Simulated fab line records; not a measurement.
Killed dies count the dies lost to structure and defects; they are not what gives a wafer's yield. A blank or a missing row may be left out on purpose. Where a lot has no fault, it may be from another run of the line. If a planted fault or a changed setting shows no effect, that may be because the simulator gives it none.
Matching of chambers ; flow n5_finfet ; N5_ILD0_CMP_07 on cmp-03 has 4 sister chambers
The step polishes SiO2 flowable, stops on poly-Si, t overpolish 1.18 s, target thk 138.88 nm. 4 wafers are shown with their chamber, then 10 later ones without.

== WAFERS PAIRED WITH THEIR CHAMBERS ==
wafer;chamber;motor_current_A (A)
L085.1;2;12.9
L085.6;0;12.1
L089.2;1;13.8
L089.3;3;11.4

== WAFERS WHOSE CHAMBER IS MISSING ==
wafer;motor_current_A (A)
L089.6;12.4
L091.2;13.6
L091.3;11.8
L091.4;12.5
L092.2;11.6
L092.4;13.2
L092.6;14.0
L097.1;13.4
L097.4;12.8
L097.5;11.9

== THE CHAMBER EACH PASSED THROUGH ==
wafer;from the rows above;in truth
L089.6;can't be placed: 0 or 2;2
L091.2;can't be placed: 1 or 2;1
L091.3;can't be placed: 0 or 3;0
L091.4;can't be placed: 0 or 2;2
L092.2;can't be placed: 3 or 0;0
L092.4;can't be placed: 2 or 1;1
L092.6;1;1
L097.1;can't be placed: 1 or 2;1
L097.4;2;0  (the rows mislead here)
L097.5;can't be placed: 0 or 3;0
Correctly placed: 1 of 10. Cannot be placed on the basis of these rows: 8; the candidates contain the true chamber in 8. Number placed wrongly: 1.
How it was worked out, from the rows above alone: a wafer's distance from a chamber is the root of the sum, over the readings, of the square of ((its reading less the chamber's mean) divided by the reading's scatter). The wafer belongs to the nearest chamber; if the next one is less than 2 further off, it can't be placed. A chamber's mean is the mean of its shown wafers. The scatter: root of mean squared gap, hidden wafer to nearest shown wafer, with one shown wafer a chamber.
